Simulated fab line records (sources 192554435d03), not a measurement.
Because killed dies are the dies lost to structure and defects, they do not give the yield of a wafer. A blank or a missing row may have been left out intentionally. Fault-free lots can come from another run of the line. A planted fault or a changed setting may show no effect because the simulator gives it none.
fab line records	flow n5Finfet
record lots=6	wafers=18	lastDay=18
route steps=1938 shown WELL_APT@47 PMOS_HMC_CHANNEL_EPI@57 BEOL_M4@1111 PASSIVATION@1936
lots with no fault: from the same line, run without faults
startH: hours from the record's opening day to when the first of the lot's shown wafers began	waitH: how many hours have passed since the lot's step before this one	" same as the row above	L1.1+2: a single row standing in for several wafers	- no value, or no start was given	* or withheld: withheld	< > ~ a bound
route shown NAME@n: NAME is a module with steps in the file, n the number in the route of the first one	usual: mean/standard deviation of fault-free wafers	same: alike in all rows	chamber/n: place in a boat	sites: the reading at each site	_std_site: how widely they spread, as a standard deviation	_edge_site: inner sites' mean taken away from outer sites' mean	radiusMm: for every site, how far away it sits from the centre of the wafer	mask NAME#n: copy n	behind: the last tool/chamber to shape the wafer	hold: why the lot went on hold/how many hours it stayed there/how the hold came to an end	device: transistor that didn't switch, given as n, p or np	end of line: the same wafers' tests at the end of the route	step lacking rows: just its recipe	killed: the dies lost at the first sort to structure and to defects; this is not the yield of the wafer	map: dies across one wafer; x = killed, . = not, _ = none there
set.NAME: the run value of the setting; set.NAME@STEP: its run value at that earlier step	model.NAME: the simulator's own value behind a step, which no gauge read
certain route steps with their lots: each step a table, each wafer a row
services: from which hour (startH, from the record's first day; less than 0 if before it) a tool's chamber was out of use, for how many hours, and why
## steps
# step N5_WELL_APT_IMPLANT_31
# recipe species=B	energyKev=60	doseCm2=1.5e+13	tiltDeg=0	rotationDeg=0
# step N5_WELL_APT_IMPLANT_32
# recipe species=BF2	energyKev=50	doseCm2=2e+13	tiltDeg=0	rotationDeg=0
# step N5_WELL_APT_STRIP_33
# recipe chemistry=SPM	timeS=900	tempC=130	h2so4H2o2VolRatio=4	dry=ipaMarangoni
# step N5_WELL_APT_RTA_34
# recipe tempC=1000	timeS=10	ambient=N2	idleTempC=600	rampUpCPerS=150	rampDownCPerS=60	coolToC=600
# usual annealTempCMax=1005.7/1.2	lampPowerPct=13.00/0.045	wafer_temp_C_max=1003.5/1.1
# same timeS=10
lot.wafer	tool	chamber	startH	waitH	annealTempCMax	lampPowerPct	wafer_temp_C_max
L615.3	rtpAnneal-02	0	22.29	0.2	1003.8	12.98	1005.4
L615.4	"	0	"	"	1003.5	13.07	1003.7
L615.6	"	0	"	"	1005.6	12.99	1002.3
L622.3	rtpAnneal-02	0	64.20	0.1	1005.4	13.02	1005.7
L622.4	"	0	"	"	1005.8	13.02	1003.1
L622.6	"	0	"	"	1005.6	13.00	1001.5
L630.1	rtpAnneal-02	0	112.20	0.2	1008.6	13.04	1003.9
L630.2	"	0	"	"	1005.9	12.99	1002.5
L630.5	"	0	"	"	1006.8	12.93	1003.8
L631.1	rtpAnneal-01	0	118.79	0.0	1006.3	12.96	1001.8
L631.3	"	0	"	"	1005.3	13.03	1004.7
L631.5	"	0	"	"	1006.8	13.03	1005.2
L633.2	rtpAnneal-01	0	129.56	0.0	1005.0	12.99	1002.9
L633.4	"	0	"	"	1004.5	12.95	1003.2
L633.6	"	0	"	"	1004.7	12.98	1003.9
L635.1	rtpAnneal-01	0	141.58	0.0	1006.3	13.05	1002.9
L635.5	"	0	"	"	1004.0	13.01	1003.0
L635.6	"	0	"	"	1005.2	13.06	1004.2
# step N5_WELL_APT_OXIDE_STRIP_42
# recipe chemistry=dHF	dilution=25:1	timeS=45	tempC=25	target=SiO2	targetDepthA=120
# step N5_WELL_APT_PRECLEAN_36
# recipe chemistry=O3/DIW	timeS=45	tempC=22	o3Ppm=10
# step N5_WELL_APT_PRECLEAN_39
# recipe chemistry=dHF	timeS=60	dilution=150:1	tempC=25
# step N5_WELL_APT_SRD_37
# recipe dry=ipaMarangoni	doPpb=5	timeS=30	tempC=23	rinseLiquid=diw
# step N5_WELL_APT_EPI_41
# recipe material=Si	targetThkA=500	tempC=650	precursor=SiH4/H2	pressureTorr=20	timeS=297.7
# usual throttleValvePct=11.5/0.3
# same timeS=297.7
lot.wafer	tool	chamber	startH	waitH	throttleValvePct
L615.3	epiRpcvd-02	0	22.85	0.3	11.5
L615.4	"	0	"	"	11.6
L615.6	"	0	"	"	11.7
L622.3	epiRpcvd-02	0	64.61	0.2	11.4
L622.4	"	0	"	"	11.4
L622.6	"	0	"	"	11.7
L630.1	epiRpcvd-02	0	112.44	0.0	11.6
L630.2	"	0	"	"	11.7
L630.5	"	0	"	"	11.7
L631.1	epiRpcvd-01	0	119.03	0.0	11.1
L631.3	"	0	"	"	11.1
L631.5	"	0	"	"	11.0
L633.2	epiRpcvd-04	0	129.96	0.2	11.8
L633.4	"	0	"	"	11.3
L633.6	"	0	"	"	11.9
L635.1	epiRpcvd-01	0	141.83	0.0	11.1
L635.5	"	0	"	"	11.0
L635.6	"	0	"	"	11.2
# step N5_WELL_APT_INSPECT_38
# recipe inspectInstrument=darkfield	mode=postEpi
# usual rawDefectCount=14/4.9
lot.wafer	tool	chamber	startH	waitH	rawDefectCount
L615.3	defectInspect-01	-	23.42	0.4	15
L615.4	"	-	"	"	13
L615.6	"	-	"	"	12
L622.3	defectInspect-01	-	65.05	0.3	22
L622.4	"	-	"	"	5
L622.6	"	-	"	"	18
L630.1	defectInspect-01	-	113.07	0.5	23
L630.2	"	-	"	"	12
L630.5	"	-	"	"	7
L631.1	defectInspect-01	-	119.66	0.5	10
L631.3	"	-	"	"	9
L631.5	"	-	"	"	9
L633.2	defectInspect-02	-	130.89	0.7	16
L633.4	"	-	"	"	16
L633.6	"	-	"	"	10
L635.1	defectInspect-02	-	142.67	0.7	10
L635.5	"	-	"	"	11
L635.6	"	-	"	"	10
# step N5_PMOS_HMC_CHANNEL_EPI_HM_DEP_34
# recipe material=SiO2	targetThkA=360	tempC=400	precursor=TEOS/O2	pressureTorr=6.5	rfW=900	teosFlowSccm=161.4	gas=O2	flowSccm=2650	timeS=6.9
# usual heaterPowerW=581/110	showerheadPlenumPTorr=8.36/0.035	throttleValvePct=18.9/0.94
# same timeS=6.9
lot.wafer	tool	chamber	startH	waitH	heaterPowerW	showerheadPlenumPTorr	throttleValvePct
L615.3	pecvd-02	0	23.47	0.0	494	8.38	19.2
L615.4	"	1	"	"	693	8.38	18.7
L615.6	"	0	"	"	496	8.36	19.1
L622.3	pecvd-02	0	65.08	0.0	508	8.39	19.1
L622.4	"	1	"	"	677	8.35	18.7
L622.6	"	0	"	"	488	8.38	19.6
L630.1	pecvd-02	2	113.11	0.0	430	8.37	17.4
L630.2	"	0	"	"	507	8.37	19.5
L630.5	"	1	"	"	659	8.37	18.6
L631.1	pecvd-03	2	119.70	0.0	529	8.39	18.9
L631.3	"	0	"	"	451	8.37	18.0
L631.5	"	1	"	"	598	8.37	18.3
L633.2	pecvd-02	1	130.92	0.0	628	8.37	18.7
L633.4	"	1	"	"	614	8.37	18.4
L633.6	"	0	"	"	449	8.37	19.5
L635.1	pecvd-02	0	142.71	0.0	494	8.37	19.7
L635.5	"	1	"	"	604	8.34	18.9
L635.6	"	2	"	"	522	8.34	17.4
# step N5_PMOS_HMC_CHANNEL_EPI_COAT_31
# recipe resist=BARC	tempC=205	timeS=60	spinRpm=1500	resistThkNm=66
# step N5_PMOS_HMC_CHANNEL_EPI_COAT_03
# recipe resist=CAR-ArF-block	spinRpm=1500	resistThkNm=205
# usual exhaustPa=44.8/0.88	spinSpeedRpm=1499.9/0.89
lot.wafer	tool	chamber	startH	waitH	exhaustPa	spinSpeedRpm	model.CAR-ArF-block_of_PMOS_HMC_CHANNEL_EPI_COAT_03.thkNm
L615.3	lithoTrack-02	0	23.53	-	42.9	1499.0	205.2
L615.4	"	0	"	"	42.7	1500.1	204.8
L615.6	"	0	"	"	44.5	1499.9	205.3
L622.3	lithoTrack-05	0	65.14	-	45.5	1498.8	205.3
L622.4	"	0	"	"	45.0	1499.8	205.2
L622.6	"	0	"	"	45.0	1498.7	205.5
L630.1	lithoTrack-05	0	113.17	-	44.8	1578.9	199
L630.2	"	0	"	"	45.8	1578.7	199.7
L630.5	"	0	"	"	43.3	1578.8	199.6
L631.1	lithoTrack-05	0	119.76	-	45.8	1577.7	200
L631.3	"	0	"	"	45.3	1578.6	199.4
L631.5	"	0	"	"	46.4	1576.7	199.8
L633.2	lithoTrack-02	0	130.98	-	43.5	1499.6	206.1
L633.4	"	0	"	"	45.6	1500.2	206
L633.6	"	0	"	"	44.7	1499.9	206.9
L635.1	lithoTrack-02	0	142.77	-	45.1	1499.3	204.8
L635.5	"	0	"	"	46.6	1499.5	205
L635.6	"	0	"	"	46.1	1499.0	204.6
# step N5_PMOS_HMC_CHANNEL_EPI_EBR_05
# recipe solvent=PGMEA	ebrWidthMm=1.5
# step N5_PMOS_HMC_CHANNEL_EPI_SOFTBAKE_04
# recipe tempC=110	timeS=60	resist=CAR-ArF-block
# step N5_PMOS_HMC_CHANNEL_EPI_EXPOSE_06
# recipe maskId=PMOS_HMC_BLK	na=1.35	sourceShape=conventional	sigmaOuter=0.8	polarization=unpolarized	targetCdNm=240	doseMj=41
# step N5_PMOS_HMC_CHANNEL_EPI_PEB_07
# recipe pebTempC=110	pebTimeS=60	resist=CAR-ArF-block
# step N5_PMOS_HMC_CHANNEL_EPI_DEVELOP_08
# recipe developTimeS=30	developer=TMAH	resist=CAR-ArF-block	devTempC=23	rinseLiquid=diw	dry=airSpin
# step N5_PMOS_HMC_CHANNEL_EPI_CD_MEAS_09
# recipe targetCdNm=237.4	landingEnergyEv=500	detector=seInlens
# usual cdNm=237.4/1.1
lot.wafer	tool	chamber	startH	waitH	cdNm
L615.3	cdSem-03	0	23.88	-	237.2
L615.4	"	0	"	"	237.7
L615.6	"	0	"	"	238.0
L622.3	cdSem-01	0	65.49	-	237.3
L622.4	"	0	"	"	236.5
L622.6	"	0	"	"	236.7
L630.1	cdSem-01	0	113.51	-	237.3
L630.2	"	0	"	"	237.8
L630.5	"	0	"	"	239.1
L631.1	cdSem-02	0	120.11	-	237.4
L631.3	"	0	"	"	238.2
L631.5	"	0	"	"	237.5
L633.2	cdSem-02	0	131.33	-	237.0
L633.4	"	0	"	"	237.1
L633.6	"	0	"	"	235.5
L635.1	cdSem-01	0	142.99	-	236.2
L635.5	"	0	"	"	236.5
L635.6	"	0	"	"	239.0
# step N5_PMOS_HMC_CHANNEL_EPI_OVL_MEAS_10
# recipe pointsPerWafer=44
# usual PMOS_HMC_BLK_OVL=-0.4/0.79
lot.wafer	tool	chamber	startH	waitH	PMOS_HMC_BLK_OVL[nm]
L615.3	overlay-01	0	23.90	0.0	-1.0
L615.4	"	0	"	"	-0.6
L615.6	"	0	"	"	-1.4
L622.3	overlay-01	0	65.52	0.0	0.0
L622.4	"	0	"	"	-0.8
L622.6	"	0	"	"	-0.7
L630.1	overlay-01	0	113.54	0.0	-0.6
L630.2	"	0	"	"	0.0
L630.5	"	0	"	"	0.0
L631.1	overlay-02	0	120.14	0.0	-1.0
L631.3	"	0	"	"	-1.0
L631.5	"	0	"	"	-1.6
L633.2	overlay-01	0	131.36	0.0	-0.7
L633.4	"	0	"	"	-1.1
L633.6	"	0	"	"	-0.6
L635.1	overlay-01	0	143.02	0.0	-1.3
L635.5	"	0	"	"	-0.9
L635.6	"	0	"	"	-0.4
# step N5_PMOS_HMC_CHANNEL_EPI_INSPECT_11
# recipe mode=adi	inspectInstrument=macro
# usual rawDefectCount=2.1/1.6
lot.wafer	tool	chamber	startH	waitH	rawDefectCount
L615.3	defectInspect-01	-	23.93	0.0	1
L615.4	"	-	"	"	2
L615.6	"	-	"	"	1
L622.3	defectInspect-01	-	65.54	0.0	4
L622.4	"	-	"	"	1
L622.6	"	-	"	"	0
L630.1	defectInspect-02	-	113.57	0.0	3
L630.2	"	-	"	"	2
L630.5	"	-	"	"	4
L631.1	defectInspect-01	-	120.16	0.0	4
L631.3	"	-	"	"	1
L631.5	"	-	"	"	3
L633.2	defectInspect-01	-	131.39	0.0	1
L633.4	"	-	"	"	3
L633.6	"	-	"	"	1
L635.1	defectInspect-01	-	143.04	0.0	1
L635.5	"	-	"	"	2
L635.6	"	-	"	"	2
# step N5_PMOS_HMC_CHANNEL_EPI_DESCUM_14
# recipe chemistry=O2	timeS=7.9	sourcePowerW=50	biasPowerW=20	pressureMtorr=20	rfFrequencyHz=2.712e+07	tempC=40	resist=CAR-ArF-block	o2FlowSccm=225
# step N5_PMOS_HMC_CHANNEL_EPI_ETCH_32
# recipe chemistry=N2/H2	target=BARC	stopOn=SiO2	targetDepthA=858	overEtchFrac=0.3	timeS=50.3	ionEnergyEv=200	maskMaterial=CAR-ArF-block	pressureMtorr=30	sourceW=840	biasW=150	n2FlowSccm=200	h2FlowSccm=200
# usual biasW=150.0/0.45	drypumpMotorCurrentA=5.9/0.53	h2FlowSccm=200.0/0.61	oesProductAu=0.65/0.063	rfVppV=523.5/2.2	showerheadPlenumPTorr=2.53/0.078	throttleValvePct=17.91/0.26
# same timeS=50.3
lot.wafer	tool	chamber	startH	waitH	biasW	drypumpMotorCurrentA	h2FlowSccm	oesProductAu	rfHoursCounterH	rfVppV	showerheadPlenumPTorr	throttleValvePct
L615.3	rieDiel-02	2	24.00	0.0	150.8	6.5	199.5	0.62	208	523.3	2.51	18.14
L615.4	"	3	"	"	150.6	6.2	201.2	0.62	171	521.7	2.44	18.05
L615.6	"	2	"	"	150.1	6.4	199.8	0.62	-	522.8	2.51	18.12
L622.3	rieDiel-02	0	65.61	0.0	150.1	5.6	198.9	0.60	237	523.3	2.50	17.93
L622.4	"	2	"	"	149.7	6.4	200.6	0.61	219	521.2	2.51	18.16
L622.6	"	2	"	"	149.7	6.4	200.6	0.61	-	523.2	2.51	18.15
L630.1	rieDiel-02	3	113.64	0.0	149.7	6.2	200.8	0.60	198	520.2	2.43	18.10
L630.2	"	2	"	"	150.3	6.4	200.4	0.60	236	522.0	2.50	18.18
L630.5	"	1	"	"	150.1	5.2	200.9	0.62	-	521.6	2.42	18.17
L631.1	rieDiel-02	1	120.23	0.0	150.2	5.2	199.1	0.61	198	521.2	2.42	18.19
L631.3	"	3	"	"	149.9	6.2	199.5	0.60	201	520.7	2.43	18.10
L631.5	"	2	"	"	149.8	6.5	199.6	0.60	-	523.0	2.50	18.18
L633.2	rieDiel-02	0	131.45	0.0	149.8	5.6	200.5	0.84	1	522.0	2.49	17.59
L633.4	"	3	"	"	150.4	6.2	200.6	0.60	206	521.4	2.43	18.12
L633.6	"	0	"	"	150.1	5.6	200.3	0.83	-	521.9	2.49	17.57
L635.1	rieDiel-02	1	143.11	0.0	149.8	5.2	199.7	0.61	207	521.2	2.42	18.20
L635.5	"	1	"	"	149.9	5.2	200.4	0.61	-	520.4	2.42	18.19
L635.6	"	2	"	"	149.5	6.4	199.0	0.60	-	523.4	2.49	18.21
# step N5_PMOS_HMC_CHANNEL_EPI_HM_OPEN_15
# recipe chemistry=CHF3/O2	target=SiO2	maskMaterial=CAR-ArF-block	targetDepthA=406	CHF3_flow_sccm=50	O2_flow_sccm=5	Ar_flow_sccm=200	timeS=20.3	pressureMtorr=30	sourceW=650	biasW=170	ionEnergyEv=200
# usual O2_flow_sccm=4.998/0.014	biasW=170.0/0.52	drypumpMotorCurrentA=5.9/0.53	oesProductAu=0.75/0.079	rfVppV=519/7.7	showerheadPlenumPTorr=2.41/0.065	throttleValvePct=18.96/0.28
# same timeS=20.3
lot.wafer	tool	chamber	startH	waitH	O2_flow_sccm	biasW	drypumpMotorCurrentA	oesProductAu	rfHoursCounterH	rfVppV	showerheadPlenumPTorr	throttleValvePct	model.CAR-ArF-block_of_PMOS_HMC_CHANNEL_EPI_COAT_03.thkNm
L615.3	rieDiel-02	2	24.04	0.0	5.001	169.8	6.4	0.71	208	521	2.38	19.21	96.06
L615.4	"	3	"	"	4.997	171.0	6.2	0.72	171	530	2.32	19.00	92.84
L615.6	"	2	"	"	5.007	170.3	6.4	0.71	-	519	2.38	19.21	96.39
L622.3	rieDiel-02	0	65.65	0.0	5.024	170.3	5.6	0.69	237	514	2.38	19.08	94.23
L622.4	"	2	"	"	4.994	170.3	6.4	0.70	219	520	2.38	19.22	97.2
L622.6	"	2	"	"	5.006	171.2	6.4	0.70	-	521	2.38	19.24	97.56
L630.1	rieDiel-02	3	113.68	0.0	4.998	170.2	6.2	0.70	198	530	2.31	19.05	86.92
L630.2	"	2	"	"	5.025	169.7	6.4	0.68	236	518	2.37	19.25	92.33
L630.5	"	1	"	"	4.986	170.4	5.2	0.70	-	510	2.32	19.32	88.92
L631.1	rieDiel-02	1	120.27	0.0	4.992	169.5	5.2	0.71	198	509	2.32	19.33	88.69
L631.3	"	3	"	"	4.993	169.2	6.2	0.70	201	531	2.31	19.05	87.37
L631.5	"	2	"	"	4.999	170.1	6.5	0.68	-	519	2.37	19.25	91.68
L633.2	rieDiel-02	0	131.50	0.0	5.012	169.5	5.6	0.99	1	513	2.38	18.74	89.01
L633.4	"	3	"	"	5.022	170.7	6.2	0.69	206	531	2.31	19.07	94.59
L633.6	"	0	"	"	4.996	170.2	5.6	0.99	-	513	2.38	18.73	90.4
L635.1	rieDiel-02	1	143.15	0.0	5.005	170.5	5.2	0.71	207	509	2.32	19.34	93.31
L635.5	"	1	"	"	5.009	169.7	5.2	0.71	-	508	2.32	19.33	94.02
L635.6	"	2	"	"	4.997	170.2	6.4	0.68	-	520	2.37	19.26	97.68
# step N5_PMOS_HMC_CHANNEL_EPI_STRIP_33
# recipe chemistry=N2/H2	powerW=500	tempC=40	pressureMtorr=50	rfFrequencyHz=6e+07	overashFraction=0.3	biasPowerW=8	h2Frac=0.5	n2FlowSccm=300	h2FlowSccm=300
# usual drypumpMotorCurrentA=5.9/0.53	h2FlowSccm=300.1/0.85	oesProductAu=0.75/0.079	rfVppV=54.3/1.7	showerheadPlenumPTorr=3.35/0.099	throttleValvePct=18.92/0.26
lot.wafer	tool	chamber	startH	waitH	drypumpMotorCurrentA	h2FlowSccm	oesProductAu	rfHoursCounterH	rfVppV	showerheadPlenumPTorr	throttleValvePct
L615.3	rieDiel-02	2	24.09	0.0	6.4	300.3	0.70	208	52.7	3.32	19.01
L615.4	"	3	"	"	6.2	300.2	0.73	171	52.6	3.23	19.27
L615.6	"	2	"	"	6.4	300.9	0.71	-	52.5	3.32	19.04
L622.3	rieDiel-02	0	65.71	0.0	5.6	300.2	0.70	237	55.2	3.30	18.87
L622.4	"	2	"	"	6.4	301.3	0.71	219	53.1	3.31	19.05
L622.6	"	2	"	"	6.4	302.1	0.69	-	52.8	3.31	19.03
L630.1	rieDiel-02	3	113.73	0.0	6.2	300.9	0.69	198	56.8	3.21	19.34
L630.2	"	2	"	"	6.4	300.2	0.69	236	54.5	3.30	19.09
L630.5	"	1	"	"	5.2	301.2	0.71	-	50.0	3.20	19.10
L631.1	rieDiel-02	1	120.33	0.0	5.2	300.0	0.71	198	54.6	3.20	19.11
L631.3	"	3	"	"	6.2	300.1	0.69	201	55.5	3.21	19.28
L631.5	"	2	"	"	6.4	301.1	0.67	-	54.2	3.30	19.08
L633.2	rieDiel-02	0	131.55	0.0	5.6	299.3	0.99	1	53.4	3.29	18.49
L633.4	"	3	"	"	6.2	299.4	0.69	206	52.6	3.21	19.31
L633.6	"	0	"	"	5.6	299.3	0.98	-	55.1	3.29	18.51
L635.1	rieDiel-02	1	143.21	0.0	5.2	299.1	0.71	207	55.3	3.20	19.13
L635.5	"	1	"	"	5.2	298.5	0.71	-	52.2	3.20	19.09
L635.6	"	2	"	"	6.4	300.4	0.68	-	53.5	3.30	19.11
# step N5_BEOL_M4_RC_MEAS_101
# usual DIBL_N=37.2/2.1	DIBL_P=37.3/2.3	IOFF_N=0.18/0.041	IOFF_P=0.24/0.042	ION_N=680/13	ION_P=466/7.7	SS_N=71.8/0.68	SS_P=73.5/0.66	VT_N=249/3.6	VT_P=-248/3.4
lot.wafer	tool	chamber	startH	waitH	DIBL_N[mV/V]	DIBL_P[mV/V]	IOFF_N[nA/um]	IOFF_P[nA/um]	ION_N[uA/um]	ION_P[uA/um]	SS_N[mV/dec]	SS_P[mV/dec]	VT_N[mV]	VT_P[mV]
L615.3	prober-01	0	185.33	0.3	35.0	35.9	0.15	0.21	671	455	71.6	73.2	253	-254
L615.4	"	0	"	"	38.3	39.4	0.24	0.28	704	472	71.5	74.0	244	-244
L615.6	"	0	"	"	35.0	35.1	0.15	0.20	674	462	71.5	73.7	250	-251
L622.3	prober-01	0	211.91	0.3	38.4	39.0	0.21	0.26	688	465	72.0	73.7	244	-249
L622.4	"	0	"	"	33.6	34.5	0.12	0.18	661	463	71.1	72.1	252	-252
L622.6	"	0	"	"	33.7	34.4	0.12	0.18	663	460	70.5	72.4	251	-252
L630.1	prober-02	0	270.93	0.0	36.5	38.3	0.18	0.26	693	477	71.9	73.7	248	-245
L630.2	"	0	"	"	36.5	37.6	0.17	0.24	688	483	71.8	73.5	248	-247
L630.5	"	0	"	"	40.1	42.2	0.26	0.34	710	488	73.0	75.3	243	-243
L631.1	prober-01	0	305.27	0.0	37.9	39.1	0.20	0.27	687	473	72.3	73.9	249	-246
L631.3	"	0	"	"	35.1	35.8	0.14	0.22	650	460	70.6	73.3	251	-247
L631.5	"	0	"	"	36.0	36.8	0.16	0.23	673	468	71.4	73.3	250	-248
L633.2	prober-01	0	308.52	0.6	38.6	38.9	0.16	0.22	668	455	71.4	73.9	253	-252
L633.4	"	0	"	"	35.9	35.5	0.12	0.19	665	464	71.0	72.7	252	-254
L633.6	"	0	"	"	35.9	35.1	0.13	0.18	668	458	70.6	73.4	256	-254
L635.1	prober-02	0	333.14	0.0	36.8	36.7	0.17	0.21	680	462	72.4	73.4	250	-252
L635.5	"	0	"	"	35.1	36.1	0.15	0.20	685	466	71.2	74.2	249	-252
L635.6	"	0	"	"	37.7	37.5	0.19	0.22	685	460	72.2	73.7	248	-251
# step N5_PASSIVATION_PROBE_49
# usual defectLimitedYield=91.0/1.6	killed_at_M0_to_M3=35/11	killed_at_M4_up=14/5.3	killedAtContacts=13/6.7	killedAtFrontEnd=41/12	killedAtOther=3.9/2.7	killedDies=106/19	killedOpen=70/14	killedShort=35/8.8	sort_bin_4_leakage=0.01/0.058	sort_bin_5_function=5.3/1	sort_bin_6_memory=3.3/0.81	sortNPass=1073/19	sortYieldPct=91.0/1.6
# same grossDies=1180	killedAtBackSide=0	sort_bin_8_speed[%]=0
lot.wafer	tool	chamber	startH	waitH	defectLimitedYield[%]	killed_at_M0_to_M3	killed_at_M4_up	killedAtContacts	killedAtFrontEnd	killedAtOther	killedDies	killedOpen	killedShort	sort_bin_4_leakage[%]	sort_bin_5_function[%]	sort_bin_6_memory[%]	sortNPass	sortYieldPct[%]
L631.1	prober-02	-	408.95	0.0	88.2	29	30	20	54	6	139	102	34	0	6.7	4.5	1041	88.2
L631.3	prober-02	-	409.05	0.1	87.4	35	11	25	72	6	149	87	51	0	7.3	4.1	1031	87.4
L631.5	prober-02	-	409.15	0.2	87.8	27	13	17	83	4	144	102	42	0	6.9	4.7	1036	87.8
# killed by level:class
L631.1 BEOL_M4:geometricParticle:open=19 MOL_CONTACT_COAG:geometricParticle:open=17 STI_FIN_REVEAL:geometricParticle:open=12 BEOL_M0_SAQP:geometricParticle:open=12 FIN_SAQP:geometricParticle:short=11 DUMMY_GATE:geometricParticle:open=10 FIN_SAQP:geometricParticle:open=8 STI_FIN_REVEAL:geometricParticle:short=7
L631.3 FIN_SAQP:geometricParticle:short=19 MOL_CONTACT_COAG:geometricParticle:open=19 BEOL_M0_SAQP:geometricParticle:open=13 DUMMY_GATE:geometricParticle:open=11 STI_FIN_REVEAL:geometricParticle:open=11 BEOL_M0_SAQP:geometricParticle:short=11 HKMG_FIN:areaEtch=10 FIN_SAQP:geometricParticle:open=6
L631.5 STI_FIN_REVEAL:geometricParticle:open=37 FIN_SAQP:geometricParticle:short=14 MOL_CONTACT_COAG:geometricParticle:open=14 FIN_SAQP:geometricParticle:open=11 BEOL_M3:geometricParticle:open=8 BEOL_M0_SAQP:geometricParticle:short=6 DUMMY_GATE:geometricParticle:open=5 BEOL_M4:geometricParticle:open=4
## services
tool	chamber	startH	hours	kind
lithoTrack-05	-	4.88	-	consumableReplace:filter
pecvd-03	2	5.35	5.5	scheduledDown
pecvd-03	1	19.71	5.5	scheduledDown
pecvd-02	2	21.12	-	clean
pecvd-02	2	21.12	-	consumableReplace:showerhead
pecvd-02	2	21.12	29.0	scheduledDown
pecvd-02	2	21.12	29.0	ventCycle
lithoTrack-05	-	21.34	-	consumableReplace:filter
rieDiel-02	-	28.76	0.9	repair
pecvd-03	0	54.69	5.5	scheduledDown
pecvd-02	0	68.37	2.1	scheduledDown
pecvd-02	2	70.50	2.1	scheduledDown
pecvd-02	1	72.63	2.1	scheduledDown
pecvd-02	1	93.91	5.5	scheduledDown
pecvd-02	1	104.30	5.0	scheduledDown
rieDiel-02	0	105.21	-	clean
rieDiel-02	0	105.21	-	consumableReplace:focusRing
rieDiel-02	0	105.21	21.7	scheduledDown
rieDiel-02	0	105.21	21.7	ventCycle
pecvd-03	0	125.38	3.8	repair
pecvd-02	-	127.83	1.1	repair
## key
firstSign step=N5_PMOS_HMC_CHANNEL_EPI_COAT_03	reading=spinSpeedRpm	direction=up	sigmas=88	usual=*	struck=*
effect none on later readings
modelEffect step=N5_PMOS_HMC_CHANNEL_EPI_COAT_03	value=CAR-ArF-block_of_PMOS_HMC_CHANNEL_EPI_COAT_03.thkNm	without=204.7	struck=199.6
modelEffect step=N5_PMOS_HMC_CHANNEL_EPI_HM_OPEN_15	value=CAR-ArF-block_of_PMOS_HMC_CHANNEL_EPI_COAT_03.thkNm	without=94.42	struck=89.32
metAt N5_PMOS_HMC_CHANNEL_EPI_COAT_03
struckWafers L630.1,L630.2,L630.5,L631.1,L631.3,L631.5
baselineLoss step=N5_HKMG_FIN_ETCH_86	wafers=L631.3
onsetBetween 65.14 113.17
fault kind=processParameterDrift	tool=lithoTrack-05	chamber=-	onsetH=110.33	steps=N5_PMOS_HMC_CHANNEL_EPI_COAT_03	channel=spinRpm	offset=*	shape=step	endH=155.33	actsIn=*	stated=*
# baselineLoss: these wafers lose ten dies or more at that step, a loss of the line's own and not of a fault; the sort's usual values leave them out
